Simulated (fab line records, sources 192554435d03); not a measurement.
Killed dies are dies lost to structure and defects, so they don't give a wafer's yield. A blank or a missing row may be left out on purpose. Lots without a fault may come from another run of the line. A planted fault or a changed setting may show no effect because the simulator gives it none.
Chamber matching | flow n5_finfet | N5_BEOL_M15_DESCUM_15 on rie_diel-03: 4 sister chambers
The step chemistry O2, time 7.9 s. 16 wafers are shown with their chamber, then 8 later ones without.

WAFERS WITH THEIR CHAMBER
wafer  | chamber | showerhead_plenum_p_Torr (Torr) | throttle_valve_pct (%) | drypump_motor_current_A (A)
L074.2 | 1       | 2.12                            | 20.39                  | 5.2
L074.4 | 0       | 2.00                            | 20.76                  | 5.5
L074.6 | 1       | 2.12                            | 20.40                  | 5.3
L078.1 | 2       | 2.05                            | 20.35                  | 5.7
L078.2 | 1       | 2.12                            | 20.39                  | 5.3
L078.6 | 0       | 1.99                            | 20.77                  | 5.5
L082.1 | 1       | 2.12                            | 20.41                  | 5.2
L082.3 | 3       | 2.13                            | 20.26                  | 5.7
L082.5 | 3       | 2.13                            | 20.27                  | 5.6
L083.3 | 3       | 2.13                            | 20.28                  | 5.7
L083.4 | 1       | 2.12                            | 20.42                  | 5.2
L083.5 | 2       | 2.05                            | 20.39                  | 5.7
L085.1 | 1       | 2.12                            | 20.43                  | 5.3
L085.3 | 0       | 1.99                            | 20.81                  | 5.5
L085.6 | 2       | 2.05                            | 20.35                  | 5.7
L088.1 | 2       | 2.04                            | 20.42                  | 5.7

SIGNATURES (means of the wafers above)
reading                  | chamber 0 | chamber 1 | chamber 2 | chamber 3 | scatter within a chamber
showerhead_plenum_p_Torr | 1.9933    | 2.1200    | 2.0475    | 2.1300    | 0.00344
throttle_valve_pct       | 20.7800   | 20.4067   | 20.3775   | 20.2700   | 0.0231
drypump_motor_current_A  | 5.500     | 5.250     | 5.700     | 5.667     | 0.0425
Rule: a wafer's distance from a chamber is the root of the sum, over the readings, of the square of ((its reading less the chamber's mean) divided by the reading's scatter). The wafer belongs to the nearest chamber; if the next one is less than 2 further off, it can't be placed. The scatter: the root of (the sum of the squares of (reading less its chamber's mean) over the shown wafers, divided by (wafers less chambers)).

WAFERS WITHOUT THEIR CHAMBER
wafer  | showerhead_plenum_p_Torr (Torr) | throttle_valve_pct (%) | drypump_motor_current_A (A)
L088.2 | 2.12                            | 20.41                  | 5.2
L088.4 | 2.12                            | 20.32                  | 5.7
L096.1 | 2.12                            | 20.32                  | 5.7
L096.5 | 2.11                            | 20.43                  | 5.3
L096.6 | 2.04                            | 20.45                  | 5.7
L097.4 | 2.24                            | 20.48                  | 5.5
L097.5 | 2.24                            | 20.48                  | 5.5
L097.6 | 2.12                            | 20.35                  | 5.7

WHICH CHAMBER EACH WENT THROUGH
wafer  | from the rows above | in truth
L088.2 | 1                   | 1
L088.4 | 3                   | 3
L096.1 | 3                   | 3
L096.5 | 1                   | 1
L096.6 | 2                   | 2
L097.4 | 3                   | 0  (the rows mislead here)
L097.5 | 3                   | 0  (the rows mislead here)
L097.6 | 3                   | 3
Placed correctly: 6 of 8. Can't be placed from these rows: 0. Placed wrongly: 2.
